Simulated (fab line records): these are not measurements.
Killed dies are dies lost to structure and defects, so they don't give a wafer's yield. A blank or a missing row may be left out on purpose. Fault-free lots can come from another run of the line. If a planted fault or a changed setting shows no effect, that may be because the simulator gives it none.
Struck lot and sound lot, side by side || flow nand harc || 15 steps out of a route of 1302
Sound: the wafers L761.1, L761.3, L761.5. Struck: wafers L763.4, L763.6. (L763.2 of the same lot was not struck and is left out.) The cause comes at the end.
Per side, at each step with rows, come the tool, then ch with its chambers, and then its first start. Under that, the readings that differ: sound wafers || struck wafers || difference of the means || sigmas: that difference in standard deviations of wafers without a fault.
alike: a reading whose means differ by less than 2 such deviations, as well as words and numbers matching on both sides. not compared: withheld readings; readings where some wafer has no value; bounds like >300 that might hide an equal value; numbers whose values overlap and for which the record gives no deviation.
Wherever a step has rows on one side only, a row that says differs or no value, or a row with sigmas, the two part there. When numbers do not overlap yet have no deviation, they are printed without sigmas and do not part them. Lack of a reading on every wafer of one side parts them only where that side has two or more wafers.

first, 7 steps without rows for these wafers: NHARC_A_CONTACT_COAT_62 (time 65 s); NHARC_A_CONTACT_COAT_63 (resist thk 90 nm); NHARC_A_CONTACT_SOFTBAKE_64 (time 55 s); NHARC_A_CONTACT_EBR_65; NHARC_A_CONTACT_EXPOSE_66 (exposes mask A CC 2); NHARC_A_CONTACT_PEB_67 (peb time 65 s); NHARC_A_CONTACT_DEVELOP_68 (develop time 35 s).
NHARC_A_CONTACT_CD_MEAS_69 targets a cd of 300 nm.
  sound on cd sem-02 ch 0, day 25 02:29; struck on cd sem-02 ch 0, day 26 16:49
  alike: cd nm
NHARC_A_CONTACT_OVL_MEAS_70:
  struck on overlay-02, day 26 16:54; sound on overlay-01, day 25 02:34
  alike: overlay x nm, overlay y nm
NHARC_A_CONTACT_INSPECT_71:
  struck on defect inspect-02, day 26 16:56; sound on defect inspect-01, day 25 02:36
  alike: raw defect count
NHARC_A_CONTACT_DESCUM_74: chemistry O2, time 3 s.
  sound on rie diel-12 ch 0,2,3, day 25 02:40; struck on rie diel-12 ch 1,2, day 26 17:00
  alike: drypump motor current A, oes product au, rf vpp V, showerhead plenum p Torr, throttle valve pct
  not compared: rf hours counter h
NHARC_A_CONTACT_ETCH_75: etches the open film in CF4, target depth 39 nm, time 65 s.
  sound on rie diel-12 ch 2,3, day 25 02:45; struck on rie diel-12 ch 1,3, day 26 17:05
  alike: bias w, drypump motor current A, oes product au, rf vpp V, run length s, showerhead plenum p Torr, throttle valve pct
  not compared: rf hours counter h
NHARC_A_CONTACT_ETCH_76: etches the open film in N2/H2, target depth 260 nm, time 475.3 s.
  sound on rie diel-12 ch 0,1,2, day 25 02:50; struck on rie diel-12 ch 0, day 26 17:11
{"reading": "bias w (W)", "sound": "149.4 149.5 149.7", "struck": "- -", "difference": "no value on the struck wafers", "sigmas": ""}
{"reading": "run length s (s)", "sound": "496.7 496.2 496.8", "struck": "351.1 351.1", "difference": -145.5, "sigmas": "-99 or more"}
  alike: drypump motor current A, h2 flow sccm, oes product au, rf vpp V, showerhead plenum p Torr, throttle valve pct
  not compared: rf hours counter h
NHARC_A_CONTACT_ETCH_77: etches the open film in CF4/CHF3, target depth 108.9 nm, time 54.5 s.
  sound: rie diel-12 ch 0,1,3; struck: rie diel-12 ch 2,3
  alike: bias w, drypump motor current A, oes product au, rf vpp V, run length s, showerhead plenum p Torr, throttle valve pct
  not compared: rf hours counter h
-- jump in the record: it breaks off in module A_CONTACT and resumes in module END (first step shown: number 1302 of the route), and 3 days separate the struck wafers' starts before and after --
NHARC_END_SORT_01:
  the record has rows for the struck wafers here (prober-02 ch 0, day 29 08:49) and none for the sound ones

## WHERE THEY PART
At NHARC_A_CONTACT_ETCH_76 first; at NHARC_END_SORT_01 last (within this record only).

WHY: what had been put in by the simulator
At NHARC_A_CONTACT_ETCH_76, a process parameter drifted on rie diel-12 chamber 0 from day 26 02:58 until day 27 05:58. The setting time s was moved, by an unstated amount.
